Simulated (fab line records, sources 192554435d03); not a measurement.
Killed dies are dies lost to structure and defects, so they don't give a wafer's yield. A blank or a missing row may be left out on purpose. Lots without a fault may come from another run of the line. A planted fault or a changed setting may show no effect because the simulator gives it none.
Which tool did it? | flow n5_finfet | 10 lots, 30 wafers sampled, at 5 steps of a route of 1938

WHAT THE GAUGES READ, wafer by wafer
N5_FIN_SAQP_THK_MEAS_07.
lot  | measured    | on            | thk_nm (nm)
L500 | day 2 04:52 | film_metro-01 | 60.1 60.9 59.9
L503 | day 2 22:45 | film_metro-01 | 60.5 59.6 61.4
L504 | day 3 03:02 | film_metro-01 | 60.0 60.5 60.1
L506 | day 3 15:28 | film_metro-01 | 58.7 59.9 59.6
L507 | day 3 21:29 | film_metro-02 | 59.1 59.8 60.1
L508 | day 4 03:22 | film_metro-01 | 59.7 59.8 60.4
L511 | day 4 21:29 | film_metro-01 | 58.2 59.7 58.8
L514 | day 5 15:34 | film_metro-01 | 59.3 60.3 60.2
L517 | day 6 08:50 | film_metro-01 | 60.6 61.5 60.8
L521 | day 7 09:24 | film_metro-02 | 60.0 59.7 60.8

N5_FIN_SAQP_OVL_MEAS_17.
lot  | measured    | on         | FIN_CORE_OVL (nm)
L500 | day 2 05:16 | overlay-01 | -0.1 -0.5 -0.9
L503 | day 2 23:10 | overlay-01 | -1.4 -1.6 -0.2
L504 | day 3 03:26 | overlay-02 | -0.7 0.7 0.0
L506 | day 3 15:59 | overlay-01 | -0.3 -1.0 -1.6
L507 | day 3 21:52 | overlay-02 | 0.9 1.2 2.2
L508 | day 4 04:36 | overlay-02 | -0.3 -0.1 -0.8
L511 | day 4 21:53 | overlay-02 | -0.2 0.0 0.4
L514 | day 5 16:05 | overlay-01 | 1.6 1.2 0.3
L517 | day 6 09:22 | overlay-01 | -0.2 0.7 -0.5
L521 | day 7 09:55 | overlay-02 | 0.6 0.5 0.0

N5_BEOL_M4_RC_MEAS_101.
lot  | measured     | on        | DIBL_N (mV/V)  | DIBL_P (mV/V)  | IOFF_N (nA/um)    | IOFF_P (nA/um) | ION_N (uA/um) | ION_P (uA/um) | SS_N (mV/dec)  | SS_P (mV/dec)  | VT_N (mV)         | VT_P (mV)
L500 | day 8 03:34  | prober-01 | 37.4 34.4 35.2 | 38.9 35.6 35.5 | 0.206 0.145 0.154 | 0.25 0.19 0.19 | 692 676 664   | 463 462 451   | 72.8 71.5 71.9 | 74.3 73.1 72.6 | 244.1 248.1 248.0 | -251 -254 -255
L503 | day 8 17:10  | prober-02 | 37.9 36.6 39.2 | 37.4 35.8 38.7 | 0.156 0.136 0.189 | 0.19 0.18 0.24 | 664 662 678   | 448 451 458   | 71.6 71.7 72.0 | 73.6 73.1 73.8 | 252.5 253.1 248.9 | -253 -254 -251
L504 | day 8 23:52  | prober-02 | 36.4 37.0 36.4 | 34.9 35.9 35.9 | 0.162 0.170 0.167 | 0.20 0.22 0.23 | 671 678 676   | 463 467 469   | 71.4 71.6 71.2 | 72.7 73.7 73.8 | 250.1 246.8 247.0 | -250 -248 -247
L506 | day 9 07:34  | prober-01 | 38.1 35.9 37.8 | 35.7 33.7 36.1 | 0.166 0.131 0.174 | 0.20 0.18 0.21 | 666 671 684   | 453 460 466   | 71.7 71.0 72.0 | 73.3 72.3 73.2 | 248.8 252.3 247.9 | -252 -249 -250
L507 | day 9 18:08  | prober-01 | 35.6 36.1 34.8 | 34.9 36.6 35.5 | 0.137 0.155 0.139 | 0.18 0.22 0.20 | 654 670 670   | 451 462 466   | 71.5 70.7 70.8 | 72.7 72.8 73.3 | 255.4 249.0 249.9 | -251 -249 -250
L508 | day 10 04:53 | prober-02 | 35.7 33.3 36.9 | 35.6 33.7 36.3 | 0.161 0.131 0.187 | 0.20 0.17 0.21 | 671 672 679   | 455 459 455   | 71.8 70.0 71.9 | 72.6 72.1 73.8 | 251.7 255.0 249.4 | -250 -253 -249
L511 | day 10 21:25 | prober-01 | 38.7 37.7 36.6 | 37.3 36.7 34.5 | 0.185 0.170 0.151 | 0.24 0.22 0.19 | 683 676 654   | 466 463 450   | 71.8 71.8 71.3 | 73.4 74.3 73.6 | 248.5 249.2 253.6 | -250 -248 -251
L514 | day 11 15:17 | prober-01 | 39.8 38.1 38.0 | 39.4 36.4 36.1 | 0.213 0.185 0.174 | 0.26 0.20 0.19 | 686 687 683   | 463 461 456   | 72.4 71.5 71.9 | 75.0 73.2 73.5 | 248.3 247.3 248.9 | -249 -253 -253
L517 | day 12 17:29 | prober-01 | 35.4 38.7 39.3 | 35.2 38.5 38.7 | 0.131 0.195 0.200 | 0.18 0.23 0.23 | 675 679 686   | 462 463 466   | 70.7 71.5 71.9 | 72.7 74.0 74.1 | 249.4 246.7 248.2 | -251 -249 -246
L521 | day 15 05:43 | prober-01 | 35.2 34.7 36.7 | 34.8 33.7 36.9 | 0.156 0.139 0.201 | 0.22 0.20 0.26 | 662 670 694   | 460 468 482   | 71.1 70.9 71.0 | 73.1 72.1 73.1 | 247.2 251.6 243.3 | -244 -245 -242

WHICH TOOL RAN EACH LOT (tool, then ch and the chambers of the sampled wafers, then the start)
lot  | N5_FIN_SAQP_COAT_10              | N5_FIN_SAQP_DESCUM_21
L500 | litho_track-05 ch 0, day 2 04:59 | rie_diel-06 ch 2,3, day 2 05:37
L503 | litho_track-05 ch 0, day 2 22:52 | rie_diel-03 ch 0,1,3, day 2 23:14
L504 | litho_track-05 ch 0, day 3 03:10 | rie_diel-06 ch 1,3, day 3 03:55
L506 | litho_track-05 ch 0, day 3 15:35 | rie_diel-06 ch 0,1, day 3 16:05
L507 | litho_track-01 ch 0, day 3 21:35 | rie_diel-03 ch 0,2, day 3 21:56
L508 | litho_track-05 ch 0, day 4 03:29 | rie_diel-01 ch 1,2, day 4 04:40
L511 | litho_track-05 ch 0, day 4 21:37 | rie_diel-01 ch 0,1,2, day 4 21:57
L514 | litho_track-05 ch 0, day 5 15:41 | rie_diel-01 ch 0,1,2, day 5 16:08
L517 | litho_track-03 ch 0, day 6 08:57 | rie_diel-06 ch 1,3, day 6 09:25
L521 | litho_track-01 ch 0, day 7 09:31 | rie_diel-06 ch 1,3, day 7 09:59
- N5_FIN_SAQP_COAT_10: resist thk 90 nm.
- N5_FIN_SAQP_DESCUM_21: chemistry O2, time 7.9 s.

WHAT THE TOOLS THEMSELVES READ (means of the sampled wafers that have a number; where no wafer has one, the mark that the record gives instead)
N5_FIN_SAQP_COAT_10.
lot  | tool           | resist_line_temp_C (C) | spin_speed_rpm (rpm)
L500 | litho_track-05 | 22.98                  | 1500.1
L503 | litho_track-05 | 23.08                  | 1499.1
L504 | litho_track-05 | 22.98                  | 1499.9
L506 | litho_track-05 | 22.95                  | 1500.7
L507 | litho_track-01 | 23.03                  | 1500.5
L508 | litho_track-05 | 22.85                  | 1500.1
L511 | litho_track-05 | 22.92                  | 1714.7
L514 | litho_track-05 | 22.85                  | 1715.2
L517 | litho_track-03 | 23.01                  | 1500.0
L521 | litho_track-01 | 23.09                  | 1499.9

N5_FIN_SAQP_DESCUM_21.
lot  | tool        | drypump_motor_current_A (A) | oes_product_au (a.u.) | rf_vpp_V (V) | showerhead_plenum_p_Torr (Torr) | throttle_valve_pct (%)
L500 | rie_diel-06 | 5.26                        | 0.79                  | 245.2        | 2.17                            | 20.7
L503 | rie_diel-03 | 5.41                        | 0.78                  | 243.3        | 2.15                            | 20.6
L504 | rie_diel-06 | 5.29                        | 0.74                  | 243.6        | 2.18                            | 20.8
L506 | rie_diel-06 | 5.82                        | 0.84                  | 243.7        | 2.06                            | 20.2
L507 | rie_diel-03 | 5.60                        | 0.73                  | 244.3        | 2.15                            | 20.8
L508 | rie_diel-01 | 5.60                        | 0.73                  | 244.9        | 2.19                            | 20.8
L511 | rie_diel-01 | 5.62                        | 0.80                  | 244.7        | 2.20                            | 20.5
L514 | rie_diel-01 | 5.63                        | 0.79                  | 244.2        | 2.20                            | 20.5
L517 | rie_diel-06 | 5.30                        | 0.73                  | 243.4        | 2.17                            | 20.8
L521 | rie_diel-06 | 5.48                        | 0.71                  | 244.5        | 2.16                            | 20.8

THE ANSWER, worked out from the rows above alone
Rule: what is usual is taken from the lots themselves. Put in order of their means at a reading, lots are off if they are a third of the lots or fewer, leave a main group of 4 or more, and stand apart from it by a gap of 3 or more times the standard deviation of the main group's means; of several such gaps the widest counts. A main group whose means are all the same, to the digits that the tables above print for the reading, isn't used. A lot without any number at a reading at which 4 lots or more have one is off too. The other lots that the step has rows for count as sound. The gauges are gone through in route order, then the tools' own readings, and for those a lot's mean is taken as printed above. The first step at which some lot is off is used, and at that step the reading that is off furthest; a lot without a number counts as furthest.
Off: L511, L514, at N5_FIN_SAQP_COAT_10 (spin_speed_rpm). The main group: mean 1500.0 rpm, standard deviation 0.44.
A tool fits if, at that step or a process step before it, it ran every lot that is off, and no sound lot after the first of them. One fits: litho_track-05 at N5_FIN_SAQP_COAT_10. Its last sound lot is L508 (day 4 03:29), its first lot that is off L511 (day 4 21:37): a fault that began between those two fits.
The tool's own readings at N5_FIN_SAQP_COAT_10 bear it out: on the lots that are off they differ by more than 5 times the standard deviation of the sound lots' means. spin_speed_rpm reads 1715.0 rpm there against 1500.0 rpm on the sound lots.

WHAT THE SIMULATOR HAD PUT IN
Process parameter drift: litho_track-05, from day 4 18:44 on, at N5_FIN_SAQP_COAT_10. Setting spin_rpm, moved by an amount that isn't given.
Lots struck among those shown: L511, L514. The rule above found the same.
